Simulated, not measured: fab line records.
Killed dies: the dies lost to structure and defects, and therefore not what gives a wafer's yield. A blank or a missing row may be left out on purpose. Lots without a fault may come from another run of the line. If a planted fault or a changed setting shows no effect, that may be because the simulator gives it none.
3 desks, one fault | flow n5Finfet | what lay behind the numbers comes last; until then each desk has only its own

## TOOL OWNER'S DESK, rieMetal-01
The tool's own readings at N5_GATE_CUT_ETCH_56 (etches TiN in Cl2/Ar, target depth 21.6 nm): means of the sampled wafers that have a number, for each lot that ran on this tool. Marked OUT: a lot whose mean sits more than 4 standard deviations from the usual mean, which makes it out of limits; the brackets give that distance.
Columns: A = biasW at N5_GATE_CUT_ETCH_56, usual 59.96 W; B = drypumpMotorCurrentA at N5_GATE_CUT_ETCH_56, usual 5.6 A; C = oesProductAu at N5_GATE_CUT_ETCH_56, usual 0.73 a.u.; D = throttleValvePct at N5_GATE_CUT_ETCH_56, usual 20.76 %
lot  | first seen here | A               | B   | C    | D
L225 | day 6 01:58     | 60.03           | 5.5 | 0.66 | 20.96
L230 | day 7 22:37     | 48.94 (-61) OUT | 5.2 | 0.81 | 20.69
L233 | day 8 04:29     | 48.79 (-62) OUT | 5.5 | 0.84 | 20.68
L234 | day 8 09:16     | 48.95 (-61) OUT | 5.2 | 0.80 | 20.68
Finding of this desk: L230, L233, L234 out of limits; the first was L230 at day 7 22:37, on biasW at N5_GATE_CUT_ETCH_56. L225: within limits.

## THE DEFECT DESK
Inspection counts along the route, by lot: the mean over sampled wafers that carry a number. Marked OUT: a lot whose mean sits more than 4 standard deviations from the usual mean, which makes it out of limits; the brackets give that distance.
Columns: A = rawDefectCount at N5_HKMG_FIN_INSPECT_28, usual 43
lot  | first seen here | A
L221 | day 5 02:10     | 39
L225 | day 6 01:48     | 47
L230 | day 7 22:27     | 41
L233 | day 8 04:10     | 30
L234 | day 8 09:07     | 33
L236 | day 9 06:07     | 24
L240 | day 9 23:00     | 29
Finding of this desk: none of the 7 lots has anything out of limits.

## METROLOGY DESK
Lot by lot, what the gauges showed, no matter which tool ran the lot: averages of those sampled wafers that carry a number. Marked OUT: a lot whose mean sits more than 4 standard deviations from the usual mean, which makes it out of limits; the brackets give that distance. Only the readings that lie furthest out on some lot appear, 7 of the 10 it has.
Columns: A = DIBL_P at N5_BEOL_M4_RC_MEAS_101, usual 35.6 mV/V; B = IOFF_N at N5_BEOL_M4_RC_MEAS_101, usual 0.15 nA/um; C = IOFF_P at N5_BEOL_M4_RC_MEAS_101, usual 0.20 nA/um; D = ION_P at N5_BEOL_M4_RC_MEAS_101, usual 459 uA/um; E = SS_P at N5_BEOL_M4_RC_MEAS_101, usual 73.1 mV/dec; F = VT_N at N5_BEOL_M4_RC_MEAS_101, usual 250 mV; G = VT_P at N5_BEOL_M4_RC_MEAS_101, usual -251 mV
lot  | first seen here | A    | B    | C    | D   | E    | F   | G
L221 | day 14 20:06    | 35.9 | 0.15 | 0.17 | 453 | 73.1 | 252 | -255
L225 | day 17 03:32    | 35.9 | 0.13 | 0.19 | 458 | 72.4 | 254 | -251
L230 | day 17 18:32    | 36.2 | 0.15 | 0.20 | 459 | 73.1 | 251 | -253
L234 | day 17 20:22    | 34.0 | 0.14 | 0.18 | 460 | 72.9 | 252 | -253
L233 | day 18 06:20    | 37.6 | 0.19 | 0.25 | 467 | 74.1 | 247 | -247
L236 | day 19 03:35    | 35.7 | 0.15 | 0.18 | 456 | 72.5 | 249 | -252
L240 | day 20 05:44    | 33.0 | 0.12 | 0.17 | 456 | 72.6 | 254 | -252
Finding of this desk: none of the 7 lots has anything out of limits.

## PUT TOGETHER
The tool owner's desk could have raised an alarm at day 7 22:37, on L230, L233, L234.
Nothing out of limits was seen by the defect desk.
Metrology desk: nothing out of limits seen.
The defect desk has L230, L233, L234 on record, within its limits.
The metrology desk has L230, L233, L234 on record, within its limits.
On rieMetal-01, each named lot ran N5_GATE_CUT_ETCH_56.

## WHAT THE SIMULATOR HAD PUT IN
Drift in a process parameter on rieMetal-01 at N5_GATE_CUT_ETCH_56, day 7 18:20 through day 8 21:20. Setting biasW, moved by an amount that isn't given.
Struck lots among those shown: L230, L233, L234.
Delay in hours, fault start to first out-of-limits reading, by desk: the tool owner's desk at 4.
